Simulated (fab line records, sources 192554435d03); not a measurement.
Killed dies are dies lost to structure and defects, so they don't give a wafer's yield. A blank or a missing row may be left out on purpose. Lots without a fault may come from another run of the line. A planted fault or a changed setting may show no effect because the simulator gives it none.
Which tool did it? | flow n5_finfet | 24 lots, 72 wafers sampled, at 6 steps of a route of 1938

WHAT THE GAUGES READ, wafer by wafer
N5_HKMG_FIN_CD_MEAS_49: target cd 202 nm.
lot  | measured    | on        | cd_nm (nm)
L074 | day 4 03:32 | cd_sem-01 | 201.9 202.5 202.7
L075 | day 4 13:52 | cd_sem-03 | 201.9 201.4 201.3
L076 | day 4 16:20 | cd_sem-02 | 203.0 202.1 202.0
L077 | day 4 20:09 | cd_sem-02 | 202.0 203.2 203.0
L078 | day 5 02:38 | cd_sem-01 | 201.4 201.9 201.1
L079 | day 5 09:46 | cd_sem-01 | 201.7 202.3 201.9
L080 | day 5 12:25 | cd_sem-02 | 201.7 202.2 201.3
L081 | day 5 19:16 | cd_sem-01 | 202.1 201.3 201.3
L082 | day 6 01:22 | cd_sem-03 | 202.8 203.3 203.9
L083 | day 6 06:28 | cd_sem-02 | 201.9 202.4 202.2
L084 | day 6 14:29 | cd_sem-01 | 201.5 202.6 201.9
L085 | day 6 17:01 | cd_sem-02 | 201.9 203.1 202.5
L086 | day 6 22:04 | cd_sem-01 | 200.7 201.9 201.9
L087 | day 7 06:18 | cd_sem-02 | 202.6 202.9 202.3
L088 | day 7 12:22 | cd_sem-01 | 201.3 201.2 201.2
L089 | day 7 17:32 | cd_sem-01 | 202.5 201.3 200.9
L090 | day 8 03:25 | cd_sem-01 | 202.4 202.1 201.7
L091 | day 8 04:40 | cd_sem-01 | 204.0 202.4 203.4
L092 | day 8 12:28 | cd_sem-02 | 201.4 202.3 200.8
L093 | day 8 19:29 | cd_sem-01 | 202.1 201.9 201.5
L094 | day 8 23:20 | cd_sem-01 | 201.4 201.2 201.2
L095 | day 9 05:55 | cd_sem-03 | 201.7 202.2 202.7
L096 | day 9 12:55 | cd_sem-02 | 201.6 201.8 201.2
L097 | day 9 19:01 | cd_sem-02 | 202.4 202.2 202.3

N5_MOL_CONTACT_COAG_INSPECT_10: inspects for defects (brightfield).
lot  | measured     | on                | raw_defect_count
L074 | day 4 20:13  | defect_inspect-01 | 62 62 44
L075 | day 5 07:17  | defect_inspect-01 | 62 55 62
L076 | day 5 08:38  | defect_inspect-02 | 34 29 71
L077 | day 5 12:38  | defect_inspect-02 | 85 119 95
L078 | day 5 18:30  | defect_inspect-01 | 32 39 26
L079 | day 6 01:33  | defect_inspect-02 | 161 131 105
L080 | day 6 04:25  | defect_inspect-02 | 70 60 53
L081 | day 6 11:25  | defect_inspect-01 | 44 56 46
L082 | day 6 17:25  | defect_inspect-02 | 86 55 66
L083 | day 6 22:34  | defect_inspect-02 | 55 38 97
L084 | day 7 06:59  | defect_inspect-01 | 76 69 106
L085 | day 7 08:41  | defect_inspect-01 | 40 43 53
L086 | day 7 13:34  | defect_inspect-01 | 70 67 76
L087 | day 7 23:13  | defect_inspect-01 | 173 109 98
L088 | day 8 05:04  | defect_inspect-02 | 50 69 87
L089 | day 8 10:01  | defect_inspect-01 | 60 69 47
L090 | day 8 20:01  | defect_inspect-01 | 75 134 118
L091 | day 8 22:20  | defect_inspect-02 | 98 131 59
L092 | day 9 04:15  | defect_inspect-01 | 89 58 75
L093 | day 9 11:07  | defect_inspect-02 | 73 53 47
L094 | day 9 22:35  | defect_inspect-01 | 98 68 28
L095 | day 9 23:27  | defect_inspect-01 | 62 90 99
L096 | day 10 05:26 | defect_inspect-02 | 173 110 135
L097 | day 10 11:32 | defect_inspect-01 | 62 71 150

WHICH TOOL RAN EACH LOT (tool, then ch and the chambers of the sampled wafers, then the start)
lot  | N5_SDB_ETCH_18                    | N5_SDB_ETCH_25                    | N5_HKMG_FIN_STRIP_19                | N5_GATE_CUT_CMP_61
L074 | rie_diel-01 ch 0,2, day 3 21:19   | rie_diel-06 ch 1,3, day 3 21:47   | plasma_asher-01 ch 0,1, day 4 07:58 | cmp-03 ch 1,2,3, day 4 19:29
L075 | rie_diel-06 ch 1,3, day 4 08:34   | rie_diel-06 ch 0,2, day 4 09:01   | plasma_asher-02 ch 0,1, day 4 17:54 | cmp-02 ch 1,3, day 5 06:26
L076 | rie_diel-05 ch 0,3, day 4 10:37   | rie_diel-06 ch 1,2,3, day 4 11:04 | plasma_asher-02 ch 0,1, day 4 20:48 | cmp-03 ch 2,3, day 5 07:55
L077 | rie_diel-06 ch 1,2,3, day 4 14:37 | rie_diel-06 ch 1,2,3, day 4 15:05 | plasma_asher-01 ch 0,1, day 5 00:34 | cmp-03 ch 1,2, day 5 11:53
L078 | rie_diel-01 ch 0,2,3, day 4 21:18 | rie_diel-05 ch 1,2,3, day 4 21:46 | plasma_asher-02 ch 0,1, day 5 07:01 | cmp-02 ch 1,2,3, day 5 17:55
L079 | rie_diel-01 ch 0,2,3, day 5 03:26 | rie_diel-01 ch 0,1,3, day 5 04:07 | plasma_asher-02 ch 0,1, day 5 14:11 | cmp-01 ch 0,1,3, day 6 00:56
L080 | rie_diel-06 ch 0,2,3, day 5 05:14 | rie_diel-06 ch 0,1,3, day 5 05:41 | plasma_asher-01 ch 0,1, day 5 16:40 | cmp-02 ch 1,2,3, day 6 03:49
L081 | rie_diel-01 ch 1,2, day 5 13:46   | rie_diel-06 ch 0,1,2, day 5 14:14 | plasma_asher-02 ch 0,1, day 5 23:51 | cmp-03 ch 0,1,3, day 6 10:46
L082 | rie_diel-05 ch 1,2,3, day 5 19:40 | rie_diel-01 ch 2,3, day 5 20:18   | plasma_asher-01 ch 0,1, day 6 05:39 | cmp-03 ch 0,1,3, day 6 16:53
L083 | rie_diel-06 ch 0,2,3, day 6 01:03 | rie_diel-06 ch 0,3, day 6 01:31   | plasma_asher-02 ch 0,1, day 6 10:51 | cmp-01 ch 1,2, day 6 21:49
L084 | rie_diel-05 ch 1,2,3, day 6 08:40 | rie_diel-05 ch 1,2, day 6 09:07   | plasma_asher-01 ch 0,1, day 6 18:39 | cmp-03 ch 1,2, day 7 06:15
L085 | rie_diel-05 ch 0,2, day 6 11:41   | rie_diel-05 ch 0,1,2, day 6 12:09 | plasma_asher-02 ch 0,1, day 6 21:05 | cmp-01 ch 1,3, day 7 07:58
L086 | rie_diel-01 ch 0,1,3, day 6 16:39 | rie_diel-05 ch 2,3, day 6 17:07   | plasma_asher-02 ch 0,1, day 7 02:04 | cmp-03 ch 2,3, day 7 12:58
L087 | rie_diel-06 ch 0,1,3, day 7 01:04 | rie_diel-05 ch 0,2, day 7 01:34   | plasma_asher-01 ch 0,1, day 7 11:39 | cmp-02 ch 1,3, day 7 22:37
L088 | rie_diel-01 ch 2,3, day 7 05:52   | rie_diel-01 ch 0,1, day 7 07:19   | plasma_asher-01 ch 0,1, day 7 16:49 | cmp-02 ch 1,2, day 8 04:19
L089 | rie_diel-06 ch 0,3, day 7 11:38   | rie_diel-01 ch 0,2,3, day 7 12:21 | plasma_asher-01 ch 0,1, day 7 22:14 | cmp-01 ch 1,2,3, day 8 09:27
L090 | rie_diel-06 ch 0,1, day 7 22:02   | rie_diel-01 ch 0,2,3, day 7 22:41 | plasma_asher-01 ch 0,1, day 8 07:50 | cmp-03 ch 1,2, day 8 19:23
L091 | rie_diel-05 ch 1,2, day 7 23:22   | rie_diel-01 ch 0,1, day 7 23:49   | plasma_asher-02 ch 0,1, day 8 09:36 | cmp-02 ch 0,2,3, day 8 21:47
L092 | rie_diel-06 ch 0,2,3, day 8 07:16 | rie_diel-06 ch 0,1,2, day 8 07:44 | plasma_asher-01 ch 0,1, day 8 16:24 | cmp-03 ch 0,1,3, day 9 03:38
L093 | rie_diel-06 ch 1,3, day 8 14:05   | rie_diel-05 ch 1,2,3, day 8 14:32 | plasma_asher-01 ch 0,1, day 8 23:32 | cmp-02 ch 0,1,2, day 9 10:29
L094 | rie_diel-06 ch 0,1,3, day 8 17:11 | rie_diel-06 ch 0,2,3, day 8 18:01 | plasma_asher-02 ch 0,1, day 9 03:34 | cmp-02 ch 0,1,3, day 9 21:56
L095 | rie_diel-05 ch 1,2,3, day 9 00:43 | rie_diel-05 ch 0,2,3, day 9 01:10 | plasma_asher-02 ch 1, day 9 10:40   | cmp-01 ch 0,1,2, day 9 22:52
L096 | rie_diel-05 ch 1,3, day 9 07:42   | rie_diel-01 ch 0,1, day 9 08:11   | plasma_asher-02 ch 0,1, day 9 17:45 | cmp-01 ch 0,2, day 10 04:41
L097 | rie_diel-01 ch 0,2, day 9 13:50   | rie_diel-05 ch 1,3, day 9 14:17   | plasma_asher-01 ch 0,1, day 9 23:46 | cmp-03 ch 1,2, day 10 10:47
- N5_SDB_ETCH_18: etches SOC in N2/H2, target depth 100 nm, overetch 20 nm, time 150 s.
- N5_SDB_ETCH_25: etches SiO2 in C4F6/O2, target depth 10 nm, time 3.3 s.
- N5_HKMG_FIN_STRIP_19: strips in N2/H2, time 360 s.
- N5_GATE_CUT_CMP_61: polishes, stops on SiNx, t overpolish 3 s.

WHAT THE TOOLS THEMSELVES READ (means of the sampled wafers that have a number; where no wafer has one, the mark that the record gives instead)
N5_SDB_ETCH_18.
lot  | tool        | drypump_motor_current_A (A) | h2_flow_sccm (sccm) | oes_product_au (a.u.) | rf_vpp_V (V) | showerhead_plenum_p_Torr (Torr) | throttle_valve_pct (%)
L074 | rie_diel-01 | 5.9                         | 200.2               | 0.79                  | 524.4        | 2.55                            | 17.40
L075 | rie_diel-06 | 5.3                         | 200.9               | 0.66                  | 520.4        | 2.45                            | 18.18
L076 | rie_diel-05 | 6.1                         | 200.2               | 0.77                  | 523.3        | 2.54                            | 17.68
L077 | rie_diel-06 | 5.6                         | 199.9               | 0.66                  | 521.4        | 2.44                            | 18.04
L078 | rie_diel-01 | 5.5                         | 199.8               | 0.73                  | 523.8        | 2.53                            | 17.68
L079 | rie_diel-01 | 5.6                         | 200.2               | 0.72                  | 523.8        | 2.53                            | 17.70
L080 | rie_diel-06 | 5.9                         | 199.9               | 0.66                  | 521.8        | 2.47                            | 17.94
L081 | rie_diel-01 | 6.0                         | 200.4               | 0.75                  | 524.9        | 2.57                            | 17.39
L082 | rie_diel-05 | 5.8                         | 199.9               | 0.63                  | 525.3        | 2.59                            | 17.95
L083 | rie_diel-06 | 5.9                         | 200.2               | 0.65                  | 522.6        | 2.46                            | 17.96
L084 | rie_diel-05 | 5.8                         | 200.5               | 0.63                  | 524.4        | 2.58                            | 17.96
L085 | rie_diel-05 | 5.7                         | 199.6               | 0.68                  | 524.7        | 2.58                            | 17.71
L086 | rie_diel-01 | 5.1                         | 200.0               | 0.68                  | 522.7        | 2.51                            | 17.91
L087 | rie_diel-06 | 5.3                         | 199.7               | 0.67                  | 521.1        | 2.48                            | 18.03
L088 | rie_diel-01 | 6.1                         | 200.2               | 0.71                  | 524.4        | 2.55                            | 17.51
L089 | rie_diel-06 | 5.5                         | 199.7               | 0.67                  | 522.9        | 2.51                            | 17.94
L090 | rie_diel-06 | 5.1                         | 199.4               | 0.68                  | 521.9        | 2.47                            | 17.96
L091 | rie_diel-05 | 5.7                         | 199.7               | 0.62                  | 524.2        | 2.54                            | 17.90
L092 | rie_diel-06 | 5.9                         | 199.8               | 0.63                  | 521.2        | 2.46                            | 17.99
L093 | rie_diel-06 | 5.1                         | 200.6               | 0.65                  | 521.3        | 2.44                            | 18.16
L094 | rie_diel-06 | 5.3                         | 199.5               | 0.66                  | 521.8        | 2.47                            | 18.05
L095 | rie_diel-05 | 5.8                         | 199.9               | 0.62                  | 524.4        | 2.58                            | 17.99
L096 | rie_diel-05 | 6.0                         | 200.3               | 0.64                  | 524.8        | 2.58                            | 18.09
L097 | rie_diel-01 | 5.4                         | 199.9               | 0.72                  | 522.3        | 2.49                            | 17.71

N5_SDB_ETCH_25.
lot  | tool        | drypump_motor_current_A (A) | oes_product_au (a.u.) | rf_vpp_V (V) | showerhead_plenum_p_Torr (Torr) | throttle_valve_pct (%)
L074 | rie_diel-06 | 5.1                         | 0.77                  | 662          | 2.77                            | 21.51
L075 | rie_diel-06 | 5.9                         | 0.77                  | 664          | 2.83                            | 21.24
L076 | rie_diel-06 | 5.7                         | 0.73                  | 664          | 2.74                            | 21.36
L077 | rie_diel-06 | 5.6                         | 0.73                  | 663          | 2.74                            | 21.37
L078 | rie_diel-05 | 5.8                         | 0.71                  | 674          | 2.90                            | 21.29
L079 | rie_diel-01 | 5.1                         | 0.76                  | 675          | 2.80                            | 21.10
L080 | rie_diel-06 | 5.3                         | 0.77                  | 666          | 2.80                            | 21.45
L081 | rie_diel-06 | 5.7                         | 0.76                  | 660          | 2.79                            | 21.35
L082 | rie_diel-01 | 5.6                         | 0.75                  | 672          | 2.84                            | 21.04
L083 | rie_diel-06 | 5.5                         | 0.73                  | 673          | 2.78                            | 21.39
L084 | rie_diel-05 | 5.7                         | 0.70                  | 673          | 2.86                            | 21.26
L085 | rie_diel-05 | 5.8                         | 0.76                  | 670          | 2.85                            | 21.06
L086 | rie_diel-05 | 5.7                         | 0.69                  | 679          | 2.93                            | 21.19
L087 | rie_diel-05 | 5.7                         | 0.74                  | 675          | 2.88                            | 20.96
L088 | rie_diel-01 | 5.0                         | 0.80                  | 672          | 2.78                            | 21.14
L089 | rie_diel-01 | 5.6                         | 0.79                  | 671          | 2.82                            | 21.06
L090 | rie_diel-01 | 5.5                         | 0.77                  | 671          | 2.82                            | 21.08
L091 | rie_diel-01 | 5.0                         | 0.79                  | 672          | 2.78                            | 21.13
L092 | rie_diel-06 | 5.7                         | 0.73                  | 660          | 2.78                            | 21.37
L093 | rie_diel-05 | 5.8                         | 0.69                  | 674          | 2.89                            | 21.33
L094 | rie_diel-06 | 5.9                         | 0.70                  | 666          | 2.76                            | 21.32
L095 | rie_diel-05 | 5.9                         | 0.75                  | 671          | 2.88                            | 21.15
L096 | rie_diel-01 | 5.0                         | 0.76                  | 670          | 2.79                            | 21.12
L097 | rie_diel-05 | 6.0                         | 0.71                  | 671          | 2.89                            | 21.51

N5_HKMG_FIN_STRIP_19.
lot  | tool            | drypump_motor_current_A (A) | h2_flow_sccm (sccm) | heater_power_w (W)
L074 | plasma_asher-01 | 5.54                        | 3253                | 474
L075 | plasma_asher-02 | 5.62                        | 3249                | 459
L076 | plasma_asher-02 | 5.49                        | 3253                | 470
L077 | plasma_asher-01 | 5.71                        | 3250                | 459
L078 | plasma_asher-02 | 5.64                        | 3262                | 457
L079 | plasma_asher-02 | 5.62                        | 3246                | 446
L080 | plasma_asher-01 | 5.70                        | 3245                | 455
L081 | plasma_asher-02 | 5.51                        | 3256                | 471
L082 | plasma_asher-01 | 5.53                        | 3250                | 479
L083 | plasma_asher-02 | 5.48                        | 3245                | 465
L084 | plasma_asher-01 | 5.54                        | 3258                | 475
L085 | plasma_asher-02 | 5.63                        | 3257                | 455
L086 | plasma_asher-02 | 5.66                        | 3250                | 459
L087 | plasma_asher-01 | 5.52                        | 3257                | 471
L088 | plasma_asher-01 | 5.52                        | 3248                | 468
L089 | plasma_asher-01 | 5.52                        | 3264                | 479
L090 | plasma_asher-01 | 5.72                        | 3261                | 452
L091 | plasma_asher-02 | 5.65                        | 3246                | 455
L092 | plasma_asher-01 | 5.54                        | 3248                | 480
L093 | plasma_asher-01 | 5.55                        | 3260                | 488
L094 | plasma_asher-02 | 5.63                        | 3248                | 455
L095 | plasma_asher-02 | 5.79                        | 3239                | 446
L096 | plasma_asher-02 | 5.65                        | 3246                | 459
L097 | plasma_asher-01 | 5.53                        | 3249                | 474

N5_GATE_CUT_CMP_61.
lot  | tool   | motor_current_A (A) | retaining_ring_pressure_frac
L074 | cmp-03 | 10.8                | 0.998
L075 | cmp-02 | 10.7                | 1.003
L076 | cmp-03 | 11.0                | 1.001
L077 | cmp-03 | 11.0                | 1.002
L078 | cmp-02 | 10.7                | 1.000
L079 | cmp-01 | 12.3                | 0.999
L080 | cmp-02 | 10.4                | 1.005
L081 | cmp-03 | 11.8                | 0.997
L082 | cmp-03 | 11.5                | 0.997
L083 | cmp-01 | 13.4                | 0.995
L084 | cmp-03 | 11.0                | 1.000
L085 | cmp-01 | 12.9                | 1.003
L086 | cmp-03 | 11.0                | 0.997
L087 | cmp-02 | 10.5                | 1.003
L088 | cmp-02 | 10.5                | 1.001
L089 | cmp-01 | 13.6                | 1.003
L090 | cmp-03 | 11.0                | 1.009
L091 | cmp-02 | 11.0                | 1.000
L092 | cmp-03 | 12.1                | 1.002
L093 | cmp-02 | 10.8                | 1.002
L094 | cmp-02 | 10.9                | 0.998
L095 | cmp-01 | 12.4                | 1.002
L096 | cmp-01 | 13.3                | 1.000
L097 | cmp-03 | 10.4                | 1.004

THE ANSWER, worked out from the rows above alone
Rule: what is usual is taken from the lots themselves. Put in order of their means at a reading, lots are off if they are a third of the lots or fewer, leave a main group of 4 or more, and stand apart from it by a gap of 3 or more times the standard deviation of the main group's means; of several such gaps the widest counts. A main group whose means are all the same, to the digits that the tables above print for the reading, isn't used. A lot without any number at a reading at which 4 lots or more have one is off too. The other lots that the step has rows for count as sound. The gauges are gone through in route order, then the tools' own readings, and for those a lot's mean is taken as printed above. The first step at which some lot is off is used, and at that step the reading that is off furthest; a lot without a number counts as furthest.
No lot is off at any reading shown: from this, nothing can be told.

WHAT THE SIMULATOR HAD PUT IN
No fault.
